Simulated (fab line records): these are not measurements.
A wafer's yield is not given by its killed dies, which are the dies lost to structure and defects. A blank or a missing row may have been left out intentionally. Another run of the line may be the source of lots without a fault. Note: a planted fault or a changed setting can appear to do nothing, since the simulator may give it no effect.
fab line records	flow n5Finfet
record: lots: 3	wafers: 9	lastDay: 16
route steps=1938 shown WELL_APT@27 PMOS_HMC_CHANNEL_EPI@57 BEOL_M4@1111 PASSIVATION@1936
lots with no fault: from the same line, run without faults
startH: hours from the record's first day to the start of the lot's first wafer shown	waitH: how many hours have passed since the lot's step before this one	" same as the row above	L1.1+2: one row covering several wafers at once	- value missing, or start not given	* or withheld: withheld	< > ~ a bound
route shown NAME@n: a module of which the file shows steps, and the number in the route of the first	usual: mean/standard deviation taken from wafers without a fault	same: alike in all rows	chamber/n: place in a boat	sites: the reading at each site	_std_site: the values' standard deviation	_edge_site: outer sites' mean less inner sites'	radiusMm: for every site, how far away it sits from the centre of the wafer	mask NAME#n: copy n	behind: the most recent tool/chamber to have shaped the wafer	hold: the reason the lot was held/the length of the hold in hours/how it ended	device: which transistor (n, p or np) failed to switch	end of line: tests of these same wafers at the route's end	a step with no rows: only its recipe	killed: dies that structure and defects cost at the first sort, which is not the same as the wafer's yield	map: per-die view of a wafer (x killed, . not killed, _ where there is no die)
set.NAME: the setting as run; set.NAME@STEP: as run at that earlier step	model.NAME: the simulator's own value behind a step, which no gauge read
a table for each step, a row for each wafer; lots at some steps of the route
services: from which hour (startH, from the record's first day; less than 0 if before it) a tool's chamber was out of use, for how many hours, and why
== steps ==
step: N5_WELL_APT_HARDBAKE_12
recipe: tempC: 130	timeS: 120
step: N5_WELL_APT_DESCUM_13
recipe: chemistry: O2	timeS: 7.9	sourcePowerW: 50	biasPowerW: 20	pressureMtorr: 20	rfFrequencyHz: 2.712e+07	tempC: 40	o2FlowSccm: 225
step: N5_WELL_APT_IMPLANT_14
recipe: species: P	energyKev: 160	doseCm2: 1.5e+13	tiltDeg: 0	rotationDeg: 0
step: N5_WELL_APT_IMPLANT_15
recipe: species: As	energyKev: 25	doseCm2: 1.5e+13	tiltDeg: 0	rotationDeg: 0
step: N5_WELL_APT_STRIP_16
recipe: chemistry: SPM	timeS: 900	tempC: 130	h2so4H2o2VolRatio: 4	dry: ipaMarangoni
step: N5_WELL_APT_HMDS_18
recipe: timeS: 60	tempC: 120
step: N5_WELL_APT_COAT_19
recipe: spinRpm: 1357	resistThkNm: 950
step: N5_WELL_APT_EBR_21
recipe: solvent: PGMEA	ebrWidthMm: 1.5
step: N5_WELL_APT_SOFTBAKE_20
recipe: tempC: 130	timeS: 60
step: N5_WELL_APT_EXPOSE_22
recipe: maskId: PWELL	na: 0.8	sourceShape: conventional	sigmaOuter: 0.8	polarization: unpolarized	defocusNm: 0	targetCdNm: 200	doseMj: 23.2
usual: exposureDoseMJCm2: 23.177/0.022
same: sigmaOuter: 0.8
lot.wafer	tool	chamber	startH	waitH	mask	exposureDoseMJCm2
L959.1	krfScanner-02	0	32.65	-	PWELL#0	23.124
L959.3	"	0	"	"	PWELL#0	23.162
L959.4	"	0	"	"	PWELL#0	23.142
L971.2	krfScanner-01	0	104.97	-	PWELL#0	23.187
L971.3	"	0	"	"	PWELL#0	23.177
L971.4	"	0	"	"	PWELL#0	23.165
L974.2	krfScanner-02	0	123.65	-	PWELL#0	24.071
L974.5	"	0	"	"	PWELL#0	24.074
L974.6	"	0	"	"	PWELL#0	24.023
step: N5_WELL_APT_PEB_23
recipe: pebTempC: 130	pebTimeS: 90
step: N5_WELL_APT_DEVELOP_24
recipe: developTimeS: 45	rinseLiquid: surfactantRinse	dry: airSpin	devTempC: 21
step: N5_WELL_APT_HARDBAKE_29
recipe: tempC: 130	timeS: 120
step: N5_WELL_APT_CD_MEAS_25
recipe: targetCdNm: 200	landingEnergyEv: 500	detector: seInlens
usual: cdNm: 199.1/2.2
lot.wafer	tool	chamber	startH	waitH	cdNm
L959.1	cdSem-01	0	32.83	-	196.9
L959.3	"	0	"	"	196.1
L959.4	"	0	"	"	195.3
L971.2	cdSem-01	0	105.14	-	199.1
L971.3	"	0	"	"	199.2
L971.4	"	0	"	"	200.1
L974.2	cdSem-03	0	123.82	-	155.6
L974.5	"	0	"	"	186.3
L974.6	"	0	"	"	154.8
step: N5_WELL_APT_DESCUM_30
recipe: chemistry: O2	timeS: 7.9	sourcePowerW: 50	biasPowerW: 20	pressureMtorr: 20	rfFrequencyHz: 2.712e+07	tempC: 40	o2FlowSccm: 225
usual: biasPowerW: 20.00/0.06	drypumpMotorCurrentA: 5.8/0.5	oesProductAu: 0.80/0.069	rfVppV: 243.9/1.1	showerheadPlenumPTorr: 2.14/0.049	throttleValvePct: 20.49/0.26
lot.wafer	tool	chamber	startH	waitH	biasPowerW	drypumpMotorCurrentA	oesProductAu	rfHoursCounterH	rfVppV	showerheadPlenumPTorr	throttleValvePct	model.WELL_APT.cdNm
L959.1	rieDiel-05	2	32.92	0.0	20.00	4.9	0.79	136	244.2	2.19	20.09	197.1
L959.3	"	1	"	"	20.03	6.2	0.90	31	244.2	2.14	20.54	196.1
L959.4	"	0	"	"	20.03	5.5	0.85	66	243.8	2.13	20.62	195.4
L971.2	rieDiel-06	2	105.23	0.0	19.93	5.5	0.81	86	243.7	2.10	20.21	198.9
L971.3	"	0	"	"	20.05	6.4	0.72	174	242.2	2.09	20.85	199
L971.4	"	3	"	"	20.03	5.7	0.85	62	242.9	2.13	20.58	200.2
L974.2	rieDiel-05	2	123.91	0.0	20.00	4.9	0.75	166	243.8	2.18	20.13	155.4
L974.5	"	3	"	"	19.96	5.5	0.84	-	244.5	2.24	20.36	186.6
L974.6	"	2	"	"	20.09	4.9	0.74	-	243.1	2.18	20.14	154.6
step: N5_WELL_APT_IMPLANT_31
recipe: species: B	energyKev: 60	doseCm2: 1.5e+13	tiltDeg: 0	rotationDeg: 0
step: N5_WELL_APT_IMPLANT_32
recipe: species: BF2	energyKev: 50	doseCm2: 2e+13	tiltDeg: 0	rotationDeg: 0
step: N5_WELL_APT_STRIP_33
recipe: chemistry: SPM	timeS: 900	tempC: 130	h2so4H2o2VolRatio: 4	dry: ipaMarangoni
step: N5_WELL_APT_RTA_34
recipe: tempC: 1000	timeS: 10	ambient: N2	idleTempC: 600	rampUpCPerS: 150	rampDownCPerS: 60	coolToC: 600
step: N5_WELL_APT_OXIDE_STRIP_42
recipe: chemistry: dHF	dilution: 25:1	timeS: 45	tempC: 25	target: SiO2	targetDepthA: 120
step: N5_WELL_APT_PRECLEAN_36
recipe: chemistry: O3/DIW	timeS: 45	tempC: 22	o3Ppm: 10
step: N5_WELL_APT_PRECLEAN_39
recipe: chemistry: dHF	timeS: 60	dilution: 150:1	tempC: 25
step: N5_WELL_APT_SRD_37
recipe: dry: ipaMarangoni	doPpb: 5	timeS: 30	tempC: 23	rinseLiquid: diw
step: N5_WELL_APT_EPI_41
recipe: material: Si	targetThkA: 500	tempC: 650	precursor: SiH4/H2	pressureTorr: 20	timeS: 297.7
step: N5_PMOS_HMC_CHANNEL_EPI_HM_DEP_34
recipe: material: SiO2	targetThkA: 360	tempC: 400	precursor: TEOS/O2	pressureTorr: 6.5	rfW: 900	teosFlowSccm: 161.4	gas: O2	flowSccm: 2650	timeS: 6.9
step: N5_PMOS_HMC_CHANNEL_EPI_COAT_31
recipe: resist: BARC	tempC: 205	timeS: 60	spinRpm: 1500	resistThkNm: 66
step: N5_PMOS_HMC_CHANNEL_EPI_COAT_03
recipe: resist: CAR-ArF-block	spinRpm: 1500	resistThkNm: 205
step: N5_PMOS_HMC_CHANNEL_EPI_EBR_05
recipe: solvent: PGMEA	ebrWidthMm: 1.5
step: N5_PMOS_HMC_CHANNEL_EPI_SOFTBAKE_04
recipe: tempC: 110	timeS: 60	resist: CAR-ArF-block
step: N5_PMOS_HMC_CHANNEL_EPI_EXPOSE_06
recipe: maskId: PMOS_HMC_BLK	na: 1.35	sourceShape: conventional	sigmaOuter: 0.8	polarization: unpolarized	targetCdNm: 240	doseMj: 41
step: N5_PMOS_HMC_CHANNEL_EPI_PEB_07
recipe: pebTempC: 110	pebTimeS: 60	resist: CAR-ArF-block
step: N5_PMOS_HMC_CHANNEL_EPI_DEVELOP_08
recipe: developTimeS: 30	developer: TMAH	resist: CAR-ArF-block	devTempC: 23	rinseLiquid: diw	dry: airSpin
step: N5_PMOS_HMC_CHANNEL_EPI_DESCUM_14
recipe: chemistry: O2	timeS: 7.9	sourcePowerW: 50	biasPowerW: 20	pressureMtorr: 20	rfFrequencyHz: 2.712e+07	tempC: 40	resist: CAR-ArF-block	o2FlowSccm: 225
step: N5_BEOL_M4_RC_MEAS_101
usual: DIBL_N: 35.9/1.6	DIBL_P: 35.6/2.1	IOFF_N: 0.149/0.029	IOFF_P: 0.20/0.033	ION_N: 671/11	ION_P: 460/7.3	SS_N: 71.4/0.62	SS_P: 73.2/0.65	VT_N: 251/3.1	VT_P: -251/3.4
lot.wafer	tool	chamber	startH	waitH	DIBL_N[mV/V]	DIBL_P[mV/V]	IOFF_N[nA/um]	IOFF_P[nA/um]	ION_N[uA/um]	ION_P[uA/um]	SS_N[mV/dec]	SS_P[mV/dec]	VT_N[mV]	VT_P[mV]
L959.1	prober-02	0	182.49	0.0	33.2	34.0	0.116	0.15	670	453	70.9	71.6	253	-258
L959.3	"	0	"	"	34.1	33.9	0.121	0.14	673	455	70.6	72.2	254	-258
L959.4	"	0	"	"	33.8	34.1	0.112	0.14	658	454	71.2	72.1	255	-260
L971.2	prober-01	0	257.49	0.2	38.9	37.7	0.172	0.21	681	459	72.8	74.3	249	-253
L971.3	"	0	"	"	35.9	35.4	0.135	0.18	668	458	71.1	74.0	251	-253
L971.4	"	0	"	"	35.8	36.1	0.137	0.18	680	466	71.0	73.4	253	-252
L974.5	prober-02	0	277.66	0.6	36.0	35.6	0.131	0.17	663	458	71.7	73.1	251	-253
step: N5_PASSIVATION_PROBE_49
usual: defectLimitedYield: 90.9/1.5	killed_at_M0_to_M3: 36/9.9	killed_at_M4_up: 13/4.5	killedAtContacts: 13/6.4	killedAtFrontEnd: 42/12	killedAtOther: 3.4/3	killedDies: 107/18	killedOnRim: 14/4.3	killedOpen: 69/13	killedShort: 35/8.2	sort_bin_5_function: 5.3/1.1	sort_bin_6_memory: 3.4/0.69	sortNPass: 1073/18	sortYieldPct: 90.9/1.5
same: grossDies: 1180	killedAtBackSide: 0	sort_bin_4_leakage[%]: 0	sort_bin_8_speed[%]: 0
lot.wafer	tool	chamber	startH	waitH	defectLimitedYield[%]	killed_at_M0_to_M3	killed_at_M4_up	killedAtContacts	killedAtFrontEnd	killedAtOther	killedDies	killedOnRim	killedOpen	killedShort	sort_bin_5_function[%]	sort_bin_6_memory[%]	sortNPass	sortYieldPct[%]
L959.1	prober-01	-	284.83	0.0	89.3	38	17	12	58	1	126	10	81	42	5.8	4.6	1054	89.3
L959.3	prober-01	-	284.93	0.1	92.9	21	12	9	37	5	84	14	68	13	4.7	2.5	1096	92.9
L959.4	prober-01	-	284.98	0.2	92.1	22	19	11	39	2	93	14	55	30	4.5	2.5	1087	92.1
L971.2	prober-02	-	356.03	0.1	89.7	53	12	22	32	2	121	19	78	42	6.0	3.9	1059	89.7
L971.3	prober-02	-	356.08	0.1	90.3	30	11	23	45	6	115	14	83	30	5.7	3.5	1065	90.3
L971.4	prober-02	-	356.13	0.2	91.1	42	14	11	36	2	105	12	65	35	6.5	2.0	1075	91.1
L974.2	prober-01	-	376.56	1.1	6.5	30	13	6	1045	9	1103	152	75	40	89.1	4.2	77	6.5
L974.5	prober-01	-	376.71	1.3	92.1	44	9	7	30	3	93	12	58	33	4.4	3.2	1087	92.1
L974.6	prober-01	-	376.76	1.3	3.5	42	13	12	1071	1	1139	152	70	39	93.1	3.2	41	3.5
killed by level:class
L959.1 FIN_SAQP:geometricParticle:short=16 MOL_CONTACT_COAG:geometricParticle:open=10 BEOL_M0_SAQP:geometricParticle:open=10 BEOL_M4:geometricParticle:open=10 BEOL_M3:geometricParticle:open=9 DUMMY_GATE:geometricParticle:open=8 BEOL_M0_SAQP:geometricParticle:short=8 FIN_SAQP:geometricParticle:open=6
L959.3 FIN_SAQP:geometricParticle:open=12 MOL_CONTACT_COAG:geometricParticle:open=9 STI_FIN_REVEAL:geometricParticle:open=8 BEOL_M1:geometricParticle:open=7 BEOL_M2:geometricParticle:open=6 BEOL_M0_SAQP:geometricParticle:open=4 FIN_SAQP:geometricParticle:short=3 DUMMY_GATE:geometricParticle:open=3
L959.4 MOL_CONTACT_COAG:geometricParticle:open=9 HKMG_FIN:areaEtch=8 STI_FIN_REVEAL:geometricParticle:open=7 BEOL_M0_SAQP:geometricParticle:short=7 BEOL_M4:geometricParticle:open=6 BEOL_M5:geometricParticle:open=6 DUMMY_GATE:geometricParticle:open=5 BEOL_M3:geometricParticle:open=5
L971.2 MOL_CONTACT_COAG:geometricParticle:open=13 BEOL_M3:geometricParticle:open=12 BEOL_M0_SAQP:geometricParticle:open=11 STI_FIN_REVEAL:geometricParticle:open=9 MOL_CONTACT_COAG:geometricParticle:short=9 BEOL_M1:geometricParticle:open=8 BEOL_M0_SAQP:geometricParticle:short=6 FIN_SAQP:geometricParticle:short=5
L971.3 MOL_CONTACT_COAG:geometricParticle:open=19 FIN_SAQP:geometricParticle:open=17 BEOL_M3:geometricParticle:open=9 FIN_SAQP:geometricParticle:short=5 STI_FIN_REVEAL:geometricParticle:open=4 ILD0:geometricParticle:open=4 MOL_CONTACT_COAG:geometricParticle:short=4 BEOL_M0_SAQP:geometricParticle:open=4
L971.4 BEOL_M0_SAQP:geometricParticle:open=15 BEOL_M0_SAQP:geometricParticle:short=13 FIN_SAQP:geometricParticle:open=9 MOL_CONTACT_COAG:geometricParticle:open=7 BEOL_M4:geometricParticle:open=6 FIN_SAQP:geometricParticle:short=5 STI_FIN_REVEAL:geometricParticle:open=4 MOL_CONTACT_COAG:geometricParticle:short=4
L974.2 WELL_APT:areaExpose=987 FIN_SAQP:geometricParticle:short=14 BEOL_M2:geometricParticle:open=12 STI_FIN_REVEAL:geometricParticle:open=8 FIN_SAQP:geometricParticle:open=7 DUMMY_GATE:geometricParticle:open=6 BEOL_M0_SAQP:geometricParticle:open=6 GATE_CUT:geometricParticle:short=5
L974.5 BEOL_M1:geometricParticle:open=15 FIN_SAQP:geometricParticle:short=14 BEOL_M3:geometricParticle:open=9 BEOL_M2:geometricParticle:open=8 BEOL_M4:geometricParticle:open=5 MOL_CONTACT_COAG:geometricParticle:open=4 BEOL_M0_SAQP:geometricParticle:open=4 ILD0:geometricParticle:open=3
L974.6 WELL_APT:areaExpose=1030 BEOL_M2:geometricParticle:open=15 BEOL_M4:geometricParticle:open=8 FIN_SAQP:geometricParticle:short=6 MOL_CONTACT_COAG:geometricParticle:open=6 MOL_CONTACT_COAG:geometricParticle:short=6 BEOL_M1:geometricParticle:open=6 FIN_SAQP:geometricParticle:open=5
map L974.6 (x killed, . not)
_________________xxxxxxxxxxxx________________
______________xxxxxxxxxxxxxxxxxx_____________
___________xxxxxxxxxxxxxxxxxxxxxxxx__________
__________xxxxxxxxxxxxxxxxxxxxxxxxxx_________
________xxxxxxxxxxxxxxxxxxxxxxxxxxxxxx_______
_______xxxxxxxxxxxxxxxxxxxxxxxxxxxxxxxx______
______xxxxxxxxxxxxxxxxxxxxxxxxxxxxxxxxxx_____
_____xxxxxxxxxxxxxxxxxxxxxxxxxxxxxxxxxxxx____
____xxxxxxxxxxxxxxxxxxxxxxxxxxxxxxxxxxxxxx___
___xxxxxxx.xxxxxxxxxxxxxxxxxxxxxxxxxxxxxxxx__
___xxxxxxxxxxxxxx.xxxxxxxxxxxx.xxxxxxxxxxxx__
__xxxxxxxx.xx.xxxxxxx.xxxxxxxxxxxxxxxxxxxxxx_
__xxxxxxxxxxxxxxxxxxxxxxxxxxxxxxxxxxxxxxxxxx_
_xxxxxxxxxxxxxxxx.xxxxx.xx...xxxxxxxxxxxxxxxx
_xxxxxxxxxxxxxxxxxxxxx.xxxx.xxxxxxxxxxxxxxxxx
_xxxxxxxxxxxxxxxxxxxxxxxxx.xxxx.xxxxxxxxxxxxx
_xxxxxxxxxxxx.xxxxxxxxxxxxx..x.xxx.xxxxxxxxxx
_xxxxxxxxxxxxxxxxxxxxxx.x.xxx.xxxxxxxxxxxxxxx
_xxxxxx.xxxxxxxxxxxxx.xxxxxxx.xxxxxxxxxxxxxxx
_xxxxxxxxxxxxxxxxxxxxxxxx.x.xxxxxxxxxxxxxxxxx
_xxxxxxxxxxxxxxxxxx.xxxxx.xxxxxxxxxxxxxxxxxxx
__xxxxxx.xxxx.xxxxxxx.xxxx.xxxxxxxxxxxxxxxxx_
__xxxxxxxxxxxxxxx.xxx.xx.xxx.xxxxxxxxxxxxxxx_
___xxxxxxxxxxxx.xxxxxxxxxxxxxxxxxxxxxxxxxxx__
___xxxxxxxxxxxxxxxxx.xxxxxxxxxxxxxxxxxxxxxx__
____xxxxxxxxxxxxxxxxxxx.xxxxxxxxxxxxxxxxxx___
_____xxxxxxxxxxxxxxxxxxxxxxxxxxxxxxxxxxxx____
______xxxxxxxxxxxxxxxxxxxxxxxxxxxxxxxxxx_____
_______xxxxxxxxxxxxxxxxxxxxxxxxxxxxxxxx______
________xxxxxxxxxxxxxxxxxxxxxxxxxxxxxx_______
__________xxxxxxxxxxxxxxxxxxxxxxxxxx_________
___________xxxxxxxxxxxxxxxxxxxxxxxx__________
______________xxxxxxxxxxxxxxxxxx_____________
_________________xxxxxxxxxxxx________________
map L959.1 (x killed, . not)
_________________..........x.________________
______________..............x..._____________
___________.x...........x..........__________
__________.........x................_________
________.................x..x........x_______
_______x......................x........______
______.x.....x......x...x..........x...._____
_____...x.................x....x.........____
____......xx.....x.......x....x..x........___
___...x.......................x.....x..x.x.__
___........xxx...x....xx...................__
__........x....................x........x..._
__..x........x.....x...xx......x.....x......_
_......x..x................x...x.............
_.x..x....................x..................
_......x.....x.x.......x.x..................x
_.........................................x..
_.....x........x.....x......x..x.............
_x..xxx.............x...x.........x..........
_........................x.x...x.....x.......
_........x.....x...x.....x.........x.....x...
__..x...xx.x......x...x........x.x.........._
__....x...x...x...x.x...xx......x.....x....._
___...............................x..xx....__
___.....x...x..x.......................x...__
____..............x.x.......x.....x.......___
_____..x................x........x.......____
______x....x..x........................._____
_______........x.......................______
________.........x......xx............_______
__________....x.......x...x........._________
___________........x.x.....x.x.....__________
______________.................._____________
_________________............________________
== services ==
tool	chamber	startH	hours	kind
rieDiel-05	0	8.74	9.8	repair
rieDiel-06	-	9.25	0.5	repair
krfScanner-01	-	25.92	1.3	pm
krfScanner-01	-	32.34	5.7	repair
krfScanner-01	-	43.76	1.1	repair
krfScanner-02	-	50.54	6.4	repair
krfScanner-01	-	66.01	1.0	pm
krfScanner-02	-	67.83	1.0	pm
krfScanner-02	0	73.63	-	calibration
rieDiel-06	3	91.74	2.4	repair
krfScanner-02	-	99.05	8.2	repair
krfScanner-01	-	123.17	0.8	pm
== key ==
firstSign: step: N5_WELL_APT_EXPOSE_22	reading: exposureDoseMJCm2	direction: up	sigmas: 40	usual: 23.177	struck: 24.056
effect: step: N5_WELL_APT_CD_MEAS_25	reading: cdNm	direction: down	sigmas: 15	usual: 199.1	struck: 165.6	through: controlLoop
effect: step: N5_PASSIVATION_PROBE_49	reading: killedAtFrontEnd	direction: up	sigmas: 56	usual: 42	struck: 715	wafersMoved: 2
modelEffect: step: N5_WELL_APT_DESCUM_30	value: WELL_APT.cdNm	without: 197.5	struck: 165.5
moreKillsBornAt: N5_WELL_APT_EXPOSE_22@krfScanner-02: 2017
metAt N5_WELL_APT_EXPOSE_22
struckWafers L974.2,L974.5,L974.6
laterRowsLeftOut L974.2,L974.6
loopTrim: step: N5_WELL_APT_EXPOSE_22	setting: dose	lots: L974
onsetBetween 32.65 123.65
fault: kind: processParameterDrift	tool: krfScanner-02	chamber: -	onsetH: 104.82	steps: N5_WELL_APT_EXPOSE_22	channel: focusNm	offset: 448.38	spreadByWafer: 0.3	shape: step	endH: 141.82
laterRowsLeftOut: the simulator's readings of these wafers behind a module that went badly wrong aren't trusted and aren't shown, but for the sort
loopTrim: a control loop set the setting to another value than it would have without faults
